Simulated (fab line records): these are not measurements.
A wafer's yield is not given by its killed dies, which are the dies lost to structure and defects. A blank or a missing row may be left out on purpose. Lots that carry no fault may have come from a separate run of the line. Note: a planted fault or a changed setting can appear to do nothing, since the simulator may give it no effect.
fab line records	flow n5-finfet
record: lots: 24	wafers: 72	last-day: 19
route steps=1938 shown BEOL_M0@738 BEOL_M1@791 BEOL_M2@844
lots with no fault: from the same line, run without faults
start-h: the number of hours between the record's first day and the start of the first shown wafer of the lot	wait-h: hours from the lot's prior step to this one	" identical to the entry in the row above	L1.1+2: a row that stands for several wafers	- no value present, or no start provided	* or withheld: withheld	< > ~ a bound
route shown NAME@n: names a module that has steps shown in the file, with the first one's number in the route	usual: the fault-free wafers' mean and standard deviation	same: alike in all rows	chamber/n: place in a boat	sites: each site's reading	_std_site: the standard deviation of these	_edge_site: outer sites' mean less inner sites'	radius-mm: how far each site lies from the wafer's centre	mask NAME#n: copy n	behind: the last tool/chamber to shape the wafer	hold: the reason the lot was held/the length of the hold in hours/how it ended	device: the n, p or np transistor that did not switch	end of line: at the end of the route, the tests of the same wafers	a step with no rows: only its recipe	killed: dies lost to structure and defects at the first sort, not the wafer's yield	map: a wafer's dies, x killed, . not, _ none there
set.NAME: the setting that was run; set.NAME@STEP: the one run at that earlier step	model.NAME: the simulator's own value behind a step, which no gauge read
one table for each step of the route and one row for each wafer, over a sample of lots
services: when a tool's chamber went out of use (start-h, in hours from the record's first day, below 0 if earlier), for how many hours, and the reason
== steps ==
step: N5_BEOL_M0_SPUTTER_134
recipe: material: Cu	target-thk-a: 40	temp-c: -20	chamber-pressure-pa: 0.07	power-w: withheld	time-s: 7.37
usual: throttle-valve-pct: 29.8/1.1
lot.wafer	tool	chamber	start-h	wait-h	throttle-valve-pct
L074.1	pvd-sputter-03	-	123.33	0.0	28.6
L074.3	"	-	"	"	29.5
L074.5	"	-	"	"	30.2
L075.1	pvd-sputter-03	-	128.05	0.0	30.3
L075.4	"	-	"	"	28.3
L075.6	"	-	"	"	28.2
L076.2	pvd-sputter-03	-	131.83	0.0	30.0
L076.3	"	-	"	"	28.3
L076.6	"	-	"	"	30.4
L077.2	pvd-sputter-02	-	132.64	0.0	30.3
L077.3	"	-	"	"	28.1
L077.4	"	-	"	"	29.6
L078.1	pvd-sputter-01	-	144.98	0.0	30.5
L078.3	"	-	"	"	31.7
L078.6	"	-	"	"	31.7
L080.1	pvd-sputter-02	-	154.06	0.0	29.9
L080.3	"	-	"	"	29.7
L080.4	"	-	"	"	28.0
L079.2	pvd-sputter-01	-	156.56	0.0	31.5
L079.3	"	-	"	"	31.8
L079.5	"	-	"	"	31.6
L081.1	pvd-sputter-02	-	161.10	0.0	28.6
L081.4	"	-	"	"	29.1
L081.6	"	-	"	"	30.4
L082.1	pvd-sputter-01	-	166.58	0.0	30.5
L082.3	"	-	"	"	31.5
L082.6	"	-	"	"	31.3
L083.1	pvd-sputter-02	-	175.59	0.0	30.1
L083.2	"	-	"	"	29.8
L083.3	"	-	"	"	28.7
L084.3	pvd-sputter-03	-	176.82	0.0	30.3
L084.4	"	-	"	"	30.3
L084.6	"	-	"	"	28.3
L085.3	pvd-sputter-03	-	189.24	0.0	30.1
L085.5	"	-	"	"	28.3
L085.6	"	-	"	"	30.3
L086.1	pvd-sputter-02	-	194.20	0.0	28.9
L086.4	"	-	"	"	28.3
L086.5	"	-	"	"	28.8
L087.1	pvd-sputter-02	-	195.38	0.0	28.4
L087.4	"	-	"	"	29.3
L087.5	"	-	"	"	29.7
L089.2	pvd-sputter-02	-	215.22	0.0	29.3
L089.3	"	-	"	"	30.4
L089.5	"	-	"	"	28.2
L088.3	pvd-sputter-02	-	216.04	0.0	30.4
L088.5	"	-	"	"	29.8
L088.6	"	-	"	"	28.7
L090.1	pvd-sputter-01	-	216.43	0.0	30.4
L090.3	"	-	"	"	31.5
L090.6	"	-	"	"	31.4
L091.1	pvd-sputter-02	-	222.48	0.0	29.3
L091.4	"	-	"	"	30.4
L091.6	"	-	"	"	30.3
L092.2	pvd-sputter-01	-	230.90	0.0	31.6
L092.3	"	-	"	"	30.5
L092.6	"	-	"	"	30.6
L093.1	pvd-sputter-02	-	232.60	0.0	28.7
L093.3	"	-	"	"	29.6
L093.5	"	-	"	"	28.5
L094.3	pvd-sputter-01	-	239.79	0.0	31.4
L094.5	"	-	"	"	31.6
L094.6	"	-	"	"	30.6
L095.2	pvd-sputter-02	-	248.76	0.0	28.7
L095.4	"	-	"	"	30.4
L095.5	"	-	"	"	28.5
L096.3	pvd-sputter-02	-	251.04	0.0	29.5
L096.4	"	-	"	"	28.6
L096.5	"	-	"	"	28.7
L097.1	pvd-sputter-03	-	257.48	0.0	29.3
L097.3	"	-	"	"	30.1
L097.4	"	-	"	"	28.1
step: N5_BEOL_M0_DEP_125
recipe: material: SiCN	target-thk-a: 80	temp-c: withheld	precursor: 3MS/NH3	pressure-torr: 3	rf-w: 202	time-s: 14
usual: showerhead-plenum-p-Torr: 3.673/0.015	throttle-valve-pct: 9.0/0.73
lot.wafer	tool	chamber	start-h	wait-h	showerhead-plenum-p-Torr	since-wet-clean-h	throttle-valve-pct
L074.1	pecvd-01	2	124.57	0.0	3.663	74	8.7
L074.3	"	0	"	"	3.687	828	8.5
L074.5	"	1	"	"	3.671	-	9.0
L075.1	pecvd-01	2	129.59	0.0	3.664	79	8.7
L075.4	"	1	"	"	3.677	-	9.0
L075.6	"	2	"	"	3.661	-	8.4
L076.2	pecvd-01	2	132.99	0.0	3.663	83	8.6
L076.3	"	1	"	"	3.678	1562	9.1
L076.6	"	1	"	"	3.688	-	9.1
L077.2	pecvd-01	1	133.83	0.0	3.675	1563	9.2
L077.3	"	0	"	"	3.686	838	8.5
L077.4	"	0	"	"	3.682	-	8.4
L078.1	pecvd-04	2	146.08	0.0	3.690	277	8.3
L078.3	"	0	"	"	3.670	387	8.5
L078.6	"	1	"	"	3.646	-	10.0
L080.1	pecvd-03	2	155.57	0.0	3.682	468	8.1
L080.3	"	0	"	"	3.656	1222	10.8
L080.4	"	2	"	"	3.683	-	8.1
L079.2	pecvd-01	2	157.68	0.0	3.666	108	8.7
L079.3	"	1	"	"	3.681	-	9.3
L079.5	"	1	"	"	3.678	-	9.3
L081.1	pecvd-04	0	162.21	0.0	3.669	403	8.5
L081.4	"	1	"	"	3.657	-	9.7
L081.6	"	0	"	"	3.662	-	8.7
L082.1	pecvd-04	0	168.21	0.0	3.668	409	8.3
L082.3	"	1	"	"	3.650	1778	9.8
L082.6	"	2	"	"	3.685	-	8.7
L083.1	pecvd-03	2	176.69	0.0	3.689	489	8.2
L083.2	"	0	"	"	3.658	1243	11.2
L083.3	"	1	"	"	3.688	1968	9.6
L084.3	pecvd-04	2	177.92	0.0	3.677	309	8.5
L084.4	"	1	"	"	3.655	-	9.9
L084.6	"	2	"	"	3.681	-	8.6
L085.3	pecvd-01	1	190.36	0.0	3.689	1619	9.3
L085.5	"	0	"	"	3.690	-	8.6
L085.6	"	2	"	"	3.654	-	8.6
L086.1	pecvd-01	1	195.84	0.0	3.694	1625	8.8
L086.4	"	1	"	"	3.690	-	9.3
L086.5	"	2	"	"	3.651	-	8.6
L087.1	pecvd-04	0	196.54	0.0	3.659	437	8.5
L087.4	"	1	"	"	3.655	-	9.8
L087.5	"	2	"	"	3.675	-	8.6
L089.2	pecvd-04	1	216.91	0.0	3.650	1827	9.6
L089.3	"	0	"	"	3.666	458	8.6
L089.5	"	2	"	"	3.671	-	8.3
L088.3	pecvd-04	0	217.27	0.0	3.671	458	8.5
L088.5	"	0	"	"	3.670	-	8.2
L088.6	"	2	"	"	3.685	-	8.4
L090.1	pecvd-04	1	217.54	0.0	3.649	1828	9.7
L090.3	"	2	"	"	3.674	349	8.7
L090.6	"	0	"	"	3.665	-	8.6
L091.1	pecvd-04	2	223.58	0.0	3.684	355	8.6
L091.4	"	0	"	"	3.665	-	8.5
L091.6	"	2	"	"	3.680	-	8.4
L092.2	pecvd-01	1	232.08	0.0	3.683	1661	8.8
L092.3	"	0	"	"	3.681	936	8.7
L092.6	"	0	"	"	3.710	-	8.5
L093.1	pecvd-04	0	233.71	0.0	3.661	475	8.5
L093.3	"	0	"	"	3.666	-	8.7
L093.5	"	2	"	"	3.691	-	8.4
L094.3	pecvd-03	2	241.00	0.0	3.693	553	8.2
L094.5	"	0	"	"	3.649	-	11.0
L094.6	"	2	"	"	3.689	-	8.2
L095.2	pecvd-03	2	249.96	0.0	3.691	562	8.2
L095.4	"	1	"	"	3.700	-	9.5
L095.5	"	0	"	"	3.651	-	10.8
L096.3	pecvd-04	0	252.14	0.0	3.667	493	8.4
L096.4	"	2	"	"	3.686	-	8.8
L096.5	"	1	"	"	3.660	-	9.7
L097.1	pecvd-03	1	258.81	0.0	3.689	2050	9.5
L097.3	"	2	"	"	3.685	571	8.2
L097.4	"	1	"	"	3.688	-	9.5
step: N5_BEOL_M1_ETCH_69
recipe: chemistry: CF4	target: SiARC	target-depth-a: 156	mask-material: CAR-EUV	time-s: 26	ion-energy-ev: 80	pressure-mtorr: 40	source-w: 545	bias-w: 36	Ar_flow_sccm: 100	cf4-flow-sccm: 100	ends: cleared
usual: bias-w: 36.00/0.11	drypump-motor-current-A: 5.9/0.34	etch-rf-on-time-s: 26.0/0.5	oes-product-au: 0.68/0.09	rf-vpp-V: 184.5/1.2	showerhead-plenum-p-Torr: 2.18/0.062	throttle-valve-pct: 15.71/0.2
lot.wafer	tool	chamber	start-h	wait-h	bias-w	drypump-motor-current-A	etch-rf-on-time-s	oes-product-au	rf-hours-counter-h	rf-vpp-V	showerhead-plenum-p-Torr	throttle-valve-pct
L074.1	rie-diel-01	3	127.55	0.0	36.05	5.8	25.8	0.76	39	184.4	2.18	15.61
L074.3	"	1	"	"	35.89	5.8	25.8	0.59	233	185.8	2.21	16.04
L074.5	"	2	"	"	36.09	5.9	26.5	0.59	-	183.1	2.02	15.87
L075.1	rie-diel-02	1	132.64	0.0	35.97	5.7	27.0	0.56	248	186.2	2.20	15.80
L075.4	"	2	"	"	36.09	6.2	26.7	0.58	200	183.7	2.13	15.56
L075.6	"	3	"	"	35.88	6.2	25.3	0.81	-	185.7	2.26	15.36
L076.2	rie-diel-05	1	135.80	0.0	36.27	6.0	25.8	0.67	124	183.9	2.15	15.61
L076.3	"	3	"	"	36.03	5.8	25.8	0.60	221	184.3	2.20	15.87
L076.6	"	3	"	"	36.02	5.8	25.7	0.60	-	184.9	2.20	15.86
L077.2	rie-diel-02	3	136.39	0.0	35.99	6.3	25.3	0.81	13	186.1	2.26	15.36
L077.3	"	1	"	"	36.06	5.7	26.6	0.57	249	185.8	2.20	15.81
L077.4	"	2	"	"	36.09	6.2	26.8	0.59	201	184.5	2.13	15.58
L078.1	rie-diel-05	0	149.54	0.0	36.45	6.1	26.7	0.59	205	186.2	2.22	15.84
L078.3	"	3	"	"	35.98	5.8	25.8	0.60	225	184.0	2.20	15.86
L078.6	"	2	"	"	36.02	5.0	26.1	0.64	-	183.8	2.06	15.53
L080.1	rie-diel-02	3	159.45	0.0	35.97	6.3	25.2	0.80	18	185.6	2.26	15.38
L080.3	"	2	"	"	36.01	6.1	26.7	0.58	206	181.9	2.13	15.60
L080.4	"	1	"	"	35.89	5.7	26.0	0.82	2	184.5	2.20	15.35
L079.2	rie-diel-01	2	159.70	0.0	36.07	5.8	26.1	0.60	247	182.2	2.02	15.89
L079.3	"	0	"	"	35.85	6.3	25.8	0.74	43	184.6	2.18	15.78
L079.5	"	3	"	"	35.82	5.8	25.9	0.75	-	184.1	2.18	15.64
L081.1	rie-diel-01	0	166.21	0.0	35.95	6.3	25.9	0.74	45	184.8	2.18	15.77
L081.4	"	3	"	"	35.94	5.8	25.8	0.74	49	183.9	2.18	15.64
L081.6	"	0	"	"	36.09	6.3	25.9	0.74	-	183.6	2.18	15.78
L082.1	rie-diel-01	3	170.06	0.0	35.99	5.8	25.8	0.75	50	183.0	2.18	15.63
L082.3	"	1	"	"	36.19	5.8	25.5	0.60	245	185.0	2.20	16.06
L082.6	"	1	"	"	36.15	5.8	25.6	0.60	-	183.6	2.20	16.06
L083.1	rie-diel-02	3	179.50	0.0	35.96	6.2	25.2	0.79	25	185.7	2.26	15.38
L083.2	"	0	"	"	35.87	5.5	26.6	0.64	162	185.6	2.22	16.00
L083.3	"	1	"	"	36.01	5.7	25.8	0.80	9	184.5	2.20	15.36
L084.3	rie-diel-01	3	181.62	0.0	36.05	5.8	25.9	0.74	55	184.7	2.18	15.66
L084.4	"	3	"	"	35.99	5.8	25.9	0.74	-	182.7	2.18	15.65
L084.6	"	1	"	"	35.93	5.8	25.7	0.59	-	185.1	2.20	16.07
L085.3	rie-diel-05	2	193.93	0.0	35.94	5.0	25.8	0.63	176	183.0	2.06	15.57
L085.5	"	0	"	"	35.91	6.1	27.0	0.58	-	186.2	2.22	15.87
L085.6	"	3	"	"	36.04	5.8	25.9	0.58	-	184.8	2.19	15.92
L086.1	rie-diel-01	0	200.71	0.0	36.01	6.3	25.7	0.73	61	184.3	2.18	15.81
L086.4	"	0	"	"	35.81	6.3	26.0	0.72	-	186.1	2.18	15.81
L086.5	"	2	"	"	35.85	5.8	25.0	0.86	-	186.1	2.27	15.38
L087.1	rie-diel-05	1	201.27	0.0	36.14	6.0	26.3	0.65	139	183.2	2.14	15.66
L087.4	"	2	"	"	36.01	5.0	25.9	0.63	177	183.0	2.06	15.55
L087.5	"	1	"	"	36.11	6.0	26.2	0.65	-	183.7	2.14	15.63
L089.2	rie-diel-01	2	221.31	0.0	35.95	5.9	25.2	0.83	13	185.7	2.26	15.40
L089.3	"	0	"	"	36.07	6.3	25.7	0.72	68	184.6	2.18	15.81
L089.5	"	2	"	"	35.89	5.9	25.1	0.83	-	185.2	2.27	15.40
L088.3	rie-diel-01	2	221.42	0.0	35.90	5.8	25.4	0.83	13	185.6	2.27	15.39
L088.5	"	2	"	"	35.90	5.8	25.2	0.83	-	185.8	2.27	15.41
L088.6	"	1	"	"	36.08	5.8	26.1	0.83	-	184.1	2.20	15.54
L090.1	rie-diel-01	2	221.62	0.0	35.87	5.9	25.4	0.82	13	186.5	2.26	15.40
L090.3	"	3	"	"	36.05	5.8	26.1	0.72	70	184.6	2.17	15.68
L090.6	"	3	"	"	36.11	5.8	25.9	0.73	-	183.3	2.17	15.69
L091.1	rie-diel-05	0	225.40	0.0	36.06	6.1	27.1	0.58	226	186.4	2.21	15.89
L091.4	"	3	"	"	36.04	5.8	26.4	0.58	247	184.5	2.19	15.91
L091.6	"	2	"	"	35.92	5.0	26.1	0.62	-	182.6	2.05	15.56
L092.2	rie-diel-01	3	235.98	0.0	36.12	5.8	26.0	0.71	74	184.0	2.17	15.69
L092.3	"	0	"	"	36.01	6.3	26.0	0.71	73	184.6	2.17	15.83
L092.6	"	1	"	"	35.96	5.8	26.0	0.81	-	183.9	2.20	15.56
L093.1	rie-diel-02	0	236.72	0.0	36.11	5.5	26.9	0.62	182	185.2	2.21	16.05
L093.3	"	2	"	"	35.95	6.1	26.4	0.57	229	183.5	2.12	15.65
L093.5	"	1	"	"	36.13	5.7	25.8	0.77	-	185.7	2.20	15.38
L094.3	rie-diel-05	0	244.82	0.0	36.14	6.1	26.6	0.58	230	184.9	2.21	15.89
L094.5	"	0	"	"	35.88	6.1	26.6	0.59	-	184.7	2.21	15.89
L094.6	"	2	"	"	35.97	5.1	25.7	0.63	-	182.8	2.05	15.57
L095.2	rie-diel-01	1	253.37	0.0	36.07	5.8	26.1	0.79	10	184.8	2.20	15.55
L095.4	"	1	"	"	35.98	5.8	26.1	0.80	-	184.3	2.20	15.58
L095.5	"	0	"	"	36.04	6.3	26.1	0.70	-	183.7	2.17	15.84
L096.3	rie-diel-05	0	254.22	0.0	36.02	6.1	26.4	0.57	233	184.1	2.21	15.89
L096.4	"	2	"	"	35.84	5.0	25.4	0.63	-	180.2	2.05	15.59
L096.5	"	0	"	"	35.87	6.1	26.2	0.58	-	184.7	2.21	15.89
L097.1	rie-diel-05	2	261.58	0.0	36.03	5.0	25.7	0.62	198	182.9	2.05	15.61
L097.3	"	1	"	"	36.16	6.0	26.0	0.64	161	184.0	2.13	15.71
L097.4	"	0	"	"	36.20	6.1	26.6	0.57	-	184.4	2.21	15.91
step: N5_BEOL_M1_ETCHBACK_99
recipe: chemistry: CHF3	target: SiO2	target-depth-a: 50	time-s: 10.4	source-w: 215	bias-w: 47	Ar_flow_sccm: 200	CHF3_flow_sccm: 12	ion-energy-ev: 100	pressure-mtorr: 30
usual: bias-w: 47.00/0.14	drypump-motor-current-A: 5.95/0.29	oes-product-au: 0.83/0.1	rf-vpp-V: 241/5.4	showerhead-plenum-p-Torr: 2.21/0.051	throttle-valve-pct: 17.13/0.22
lot.wafer	tool	chamber	start-h	wait-h	bias-w	drypump-motor-current-A	oes-product-au	rf-hours-counter-h	rf-vpp-V	showerhead-plenum-p-Torr	throttle-valve-pct
L074.1	rie-diel-02	2	130.26	2.6	47.01	6.19	0.69	199	242	2.13	16.94
L074.3	"	0	"	"	47.12	5.46	0.76	147	243	2.23	17.41
L074.5	"	0	"	"	46.97	5.46	0.76	-	242	2.23	17.40
L075.1	rie-diel-02	2	134.02	0.8	46.99	6.16	0.69	200	242	2.12	16.94
L075.4	"	3	"	"	46.94	6.23	0.94	12	235	2.28	16.83
L075.6	"	3	"	"	47.14	6.26	0.93	-	235	2.28	16.82
L076.2	rie-diel-01	2	138.13	2.2	47.09	5.88	0.70	242	238	2.02	17.27
L076.3	"	1	"	"	47.07	5.82	0.71	236	231	2.23	17.53
L076.6	"	0	"	"	46.88	6.33	0.88	-	248	2.20	17.25
L077.2	rie-diel-02	3	138.25	1.7	47.11	6.26	0.95	13	238	2.28	16.83
L077.3	"	2	"	"	47.20	6.16	0.69	201	243	2.12	16.97
L077.4	"	1	"	"	47.12	5.68	0.67	250	243	2.22	17.26
L078.1	rie-diel-01	2	153.13	3.5	46.98	5.84	0.69	246	236	2.02	17.28
L078.3	"	3	"	"	46.73	5.84	0.88	45	244	2.19	17.10
L078.6	"	0	"	"	46.87	6.32	0.88	-	247	2.20	17.27
L080.1	rie-diel-02	0	161.32	1.7	47.12	5.45	0.75	155	244	2.22	17.44
L080.3	"	1	"	"	47.17	5.71	0.96	2	243	2.22	16.86
L080.4	"	3	"	"	47.00	6.23	0.92	18	236	2.28	16.86
L079.2	rie-diel-02	1	166.09	6.3	47.00	5.69	0.96	4	245	2.22	16.86
L079.3	"	3	"	"	46.70	6.28	0.92	20	237	2.28	16.84
L079.5	"	0	"	"	47.07	5.46	0.74	-	242	2.22	17.43
L081.1	rie-diel-02	0	167.47	1.1	47.09	5.44	0.76	157	242	2.22	17.43
L081.4	"	2	"	"	47.00	6.15	0.69	209	241	2.12	16.98
L081.6	"	1	"	"	46.83	5.73	0.95	-	244	2.22	16.87
L082.1	rie-diel-01	3	171.41	1.2	47.15	5.82	0.88	50	244	2.19	17.11
L082.3	"	1	"	"	46.95	5.81	0.70	245	232	2.22	17.56
L082.6	"	1	"	"	47.09	5.81	0.70	-	232	2.22	17.56
L083.1	rie-diel-02	1	197.99	18.3	47.06	5.70	0.92	14	243	2.22	16.89
L083.2	"	3	"	"	46.95	6.25	0.91	31	236	2.27	16.86
L083.3	"	0	"	"	47.11	5.46	0.75	167	240	2.22	17.43
L084.3	rie-diel-01	0	198.03	16.1	46.80	6.28	0.85	59	247	2.19	17.28
L084.4	"	0	"	"	46.88	6.29	0.85	-	249	2.19	17.29
L084.6	"	3	"	"	47.05	5.86	0.86	-	244	2.19	17.12
L085.3	rie-diel-02	2	206.21	12.1	46.79	6.19	0.68	219	243	2.12	16.97
L085.5	"	2	"	"	46.99	6.17	0.69	-	240	2.12	16.98
L085.6	"	0	"	"	47.18	5.45	0.74	-	242	2.22	17.45
L086.1	rie-diel-01	0	220.07	18.8	47.02	6.32	0.84	68	249	2.19	17.31
L086.4	"	3	"	"	47.02	5.85	0.84	-	244	2.18	17.13
L086.5	"	0	"	"	47.14	6.32	0.84	-	247	2.19	17.30
L087.1	rie-diel-01	2	223.00	21.5	47.08	5.85	0.97	14	242	2.27	16.83
L087.4	"	3	"	"	47.03	5.84	0.84	70	244	2.18	17.15
L087.5	"	3	"	"	47.01	5.83	0.84	-	244	2.18	17.14
L089.2	rie-diel-05	0	223.68	2.0	46.98	6.08	0.68	226	242	2.22	17.27
L089.3	"	1	"	"	46.93	6.05	0.74	146	249	2.14	17.03
L089.5	"	1	"	"	47.20	6.03	0.75	-	249	2.14	17.06
L088.3	rie-diel-02	1	223.76	2.0	47.00	5.70	0.90	18	243	2.21	16.90
L088.5	"	2	"	"	46.87	6.17	0.67	-	242	2.12	16.99
L088.6	"	3	"	"	46.91	6.22	0.89	-	236	2.27	16.89
L090.1	rie-diel-01	2	223.87	2.0	47.08	5.84	0.97	14	241	2.28	16.83
L090.3	"	1	"	"	47.09	5.79	0.97	1	231	2.22	17.08
L090.6	"	3	"	"	46.67	5.83	0.85	-	244	2.18	17.14
L091.1	rie-diel-01	0	227.59	1.9	47.07	6.33	0.83	70	249	2.19	17.30
L091.4	"	3	"	"	46.87	5.85	0.84	72	244	2.18	17.15
L091.6	"	1	"	"	47.07	5.83	0.96	-	229	2.22	17.05
L092.2	rie-diel-01	1	237.81	1.7	46.93	5.80	0.94	5	231	2.22	17.06
L092.3	"	2	"	"	47.01	5.85	0.95	18	242	2.27	16.85
L092.6	"	0	"	"	46.86	6.35	0.83	-	247	2.18	17.30
L093.1	rie-diel-02	3	238.67	1.8	46.89	6.26	0.88	46	237	2.27	16.89
L093.3	"	2	"	"	46.98	6.16	0.68	230	242	2.12	17.01
L093.5	"	2	"	"	46.95	6.16	0.68	-	242	2.11	16.98
L094.3	rie-diel-01	2	254.50	9.5	46.89	5.83	0.95	23	240	2.27	16.85
L094.5	"	1	"	"	46.86	5.80	0.91	-	230	2.22	17.08
L094.6	"	0	"	"	47.23	6.30	0.82	-	248	2.18	17.32
L095.2	rie-diel-01	0	256.21	2.7	46.98	6.31	0.83	79	249	2.18	17.33
L095.4	"	1	"	"	47.18	5.81	0.92	-	231	2.22	17.10
L095.5	"	2	"	"	47.00	5.87	0.95	-	242	2.27	16.85
L096.3	rie-diel-01	0	259.51	5.2	46.98	6.36	0.83	80	248	2.18	17.33
L096.4	"	3	"	"	47.04	5.87	0.82	80	244	2.18	17.15
L096.5	"	3	"	"	47.16	5.83	0.84	-	245	2.18	17.14
L097.1	rie-diel-01	2	263.11	1.4	46.89	5.85	0.93	26	241	2.27	16.86
L097.3	"	1	"	"	46.86	5.80	0.90	13	233	2.21	17.09
L097.4	"	3	"	"	46.91	5.83	0.82	80	244	2.18	17.13
step: N5_BEOL_M1_ANNEAL_82
recipe: temp-c: 400	time-s: 240	ambient: vacuum
usual: heater-power-w: 838/47
lot.wafer	tool	chamber	start-h	wait-h	heater-power-w
L074.1	pvd-sputter-01	-	132.35	0.0	810
L074.3	"	-	"	"	849
L074.5	"	-	"	"	846
L075.1	pvd-sputter-01	-	136.07	0.0	804
L075.4	"	-	"	"	795
L075.6	"	-	"	"	853
L076.2	pvd-sputter-01	-	140.34	0.0	854
L076.3	"	-	"	"	841
L076.6	"	-	"	"	794
L077.2	pvd-sputter-03	-	140.59	0.0	915
L077.3	"	-	"	"	772
L077.4	"	-	"	"	781
L078.1	pvd-sputter-01	-	155.00	0.0	855
L078.3	"	-	"	"	803
L078.6	"	-	"	"	805
L080.1	pvd-sputter-01	-	163.33	0.0	784
L080.3	"	-	"	"	847
L080.4	"	-	"	"	827
L079.2	pvd-sputter-01	-	168.74	0.0	820
L079.3	"	-	"	"	833
L079.5	"	-	"	"	815
L081.1	pvd-sputter-02	-	169.38	0.0	857
L081.4	"	-	"	"	937
L081.6	"	-	"	"	927
L082.1	pvd-sputter-01	-	173.22	0.0	814
L082.3	"	-	"	"	838
L082.6	"	-	"	"	797
L083.1	pvd-sputter-03	-	200.15	0.0	940
L083.2	"	-	"	"	794
L083.3	"	-	"	"	944
L084.3	pvd-sputter-02	-	201.88	0.0	778
L084.4	"	-	"	"	820
L084.6	"	-	"	"	828
L085.3	pvd-sputter-01	-	208.36	0.0	851
L085.5	"	-	"	"	858
L085.6	"	-	"	"	789
L086.1	pvd-sputter-01	-	222.46	0.0	840
L086.4	"	-	"	"	831
L086.5	"	-	"	"	864
L087.1	pvd-sputter-03	-	225.17	0.0	798
L087.4	"	-	"	"	930
L087.5	"	-	"	"	811
L089.2	pvd-sputter-02	-	225.80	0.0	922
L089.3	"	-	"	"	851
L089.5	"	-	"	"	810
L090.1	pvd-sputter-01	-	226.84	0.0	812
L090.3	"	-	"	"	841
L090.6	"	-	"	"	830
L088.3	pvd-sputter-03	-	227.01	0.0	810
L088.5	"	-	"	"	925
L088.6	"	-	"	"	807
L091.1	pvd-sputter-02	-	229.59	0.0	842
L091.4	"	-	"	"	771
L091.6	"	-	"	"	816
L092.2	pvd-sputter-02	-	239.58	0.0	774
L092.3	"	-	"	"	939
L092.6	"	-	"	"	815
L093.1	pvd-sputter-02	-	241.44	0.0	843
L093.3	"	-	"	"	825
L093.5	"	-	"	"	853
L094.3	pvd-sputter-02	-	256.88	0.0	935
L094.5	"	-	"	"	924
L094.6	"	-	"	"	824
L095.2	pvd-sputter-01	-	258.46	0.0	791
L095.4	"	-	"	"	838
L095.5	"	-	"	"	830
L096.3	pvd-sputter-01	-	261.70	0.0	861
L096.4	"	-	"	"	846
L096.5	"	-	"	"	819
L097.1	pvd-sputter-03	-	265.03	0.0	927
L097.3	"	-	"	"	769
L097.4	"	-	"	"	800
step: N5_BEOL_M2_HM_DEP_02
recipe: material: TiN	target-thk-a: 200	temp-c: 25	chamber-pressure-pa: 0.49996
usual: throttle-valve-pct: 29.7/1
lot.wafer	tool	chamber	start-h	wait-h	throttle-valve-pct
L074.1	pvd-sputter-02	-	134.94	0.1	29.4
L074.3	"	-	"	"	30.6
L074.5	"	-	"	"	29.6
L075.1	pvd-sputter-02	-	139.27	0.6	29.0
L075.4	"	-	"	"	30.4
L075.6	"	-	"	"	30.2
L076.2	pvd-sputter-03	-	143.37	0.5	30.2
L076.3	"	-	"	"	29.4
L076.6	"	-	"	"	28.5
L077.2	pvd-sputter-03	-	143.47	0.3	30.1
L077.3	"	-	"	"	28.1
L077.4	"	-	"	"	30.1
L078.1	pvd-sputter-01	-	157.92	0.4	30.4
L078.3	"	-	"	"	31.6
L078.6	"	-	"	"	31.6
L080.1	pvd-sputter-02	-	166.14	0.3	29.0
L080.3	"	-	"	"	29.7
L080.4	"	-	"	"	30.2
L079.2	pvd-sputter-02	-	171.88	0.7	28.1
L079.3	"	-	"	"	28.6
L079.5	"	-	"	"	29.9
L081.1	pvd-sputter-02	-	171.98	0.1	29.6
L081.4	"	-	"	"	28.7
L081.6	"	-	"	"	28.6
L082.1	pvd-sputter-03	-	175.82	0.1	30.1
L082.3	"	-	"	"	28.4
L082.6	"	-	"	"	30.1
L083.1	pvd-sputter-03	-	203.35	0.6	28.1
L083.2	"	-	"	"	30.4
L083.3	"	-	"	"	29.5
L084.3	pvd-sputter-02	-	204.43	0.0	30.2
L084.4	"	-	"	"	29.4
L084.6	"	-	"	"	30.4
L085.3	pvd-sputter-02	-	219.02	2.6	30.2
L085.5	"	-	"	"	30.4
L085.6	"	-	"	"	29.5
L086.1	pvd-sputter-02	-	227.32	2.1	29.4
L086.4	"	-	"	"	28.4
L086.5	"	-	"	"	30.2
L087.1	pvd-sputter-02	-	228.18	0.5	28.9
L087.4	"	-	"	"	30.4
L087.5	"	-	"	"	28.3
L089.2	pvd-sputter-03	-	228.57	0.3	29.2
L089.3	"	-	"	"	28.3
L089.5	"	-	"	"	29.4
L090.1	pvd-sputter-02	-	230.99	1.4	29.9
L090.3	"	-	"	"	28.8
L090.6	"	-	"	"	29.7
L088.3	pvd-sputter-02	-	231.09	1.4	29.4
L088.5	"	-	"	"	29.5
L088.6	"	-	"	"	28.8
L091.1	pvd-sputter-03	-	234.23	2.2	30.3
L091.4	"	-	"	"	29.1
L091.6	"	-	"	"	29.8
L092.2	pvd-sputter-03	-	245.98	3.7	29.3
L092.3	"	-	"	"	30.1
L092.6	"	-	"	"	30.1
L093.1	pvd-sputter-03	-	246.66	2.6	30.1
L093.3	"	-	"	"	30.3
L093.5	"	-	"	"	28.1
L094.3	pvd-sputter-01	-	260.28	0.9	31.4
L094.5	"	-	"	"	31.6
L094.6	"	-	"	"	30.7
L095.2	pvd-sputter-02	-	263.28	2.3	29.6
L095.4	"	-	"	"	30.2
L095.5	"	-	"	"	28.7
L096.3	pvd-sputter-01	-	266.63	2.5	31.5
L096.4	"	-	"	"	30.6
L096.5	"	-	"	"	31.4
L097.1	pvd-sputter-01	-	267.69	0.2	31.2
L097.3	"	-	"	"	30.3
L097.4	"	-	"	"	31.0
== services ==
tool	chamber	start-h	hours	kind
rie-diel-05	1	109.28	4.8	repair
pvd-sputter-02	-	139.65	3.9	repair
rie-diel-05	1	140.73	9.1	repair
pecvd-03	1	140.91	3.5	repair
pecvd-01	-	142.64	2.8	pm
pvd-sputter-03	-	144.16	23.3	repair
rie-diel-01	3	144.44	4.0	repair
pecvd-01	0	152.59	28.6	repair
rie-diel-01	2	168.39	-	clean
rie-diel-01	2	168.39	-	consumable-replace:focus-ring
rie-diel-01	2	168.39	-	consumable-replace:showerhead
rie-diel-01	2	168.39	21.4	scheduled-down
rie-diel-02	2	177.07	8.7	repair
pvd-sputter-02	-	183.42	2.3	repair
pecvd-04	0	185.76	4.8	repair
pecvd-01	-	188.11	1.8	repair
rie-diel-02	1	203.82	16.6	repair
rie-diel-01	3	205.00	4.9	repair
pecvd-01	0	206.51	20.5	repair
pecvd-04	-	224.36	1.5	repair
pecvd-03	0	225.67	2.2	repair
rie-diel-05	0	227.75	9.5	repair
rie-diel-01	3	252.29	4.1	repair
rie-diel-02	-	263.90	1.7	repair
== key ==
fault none
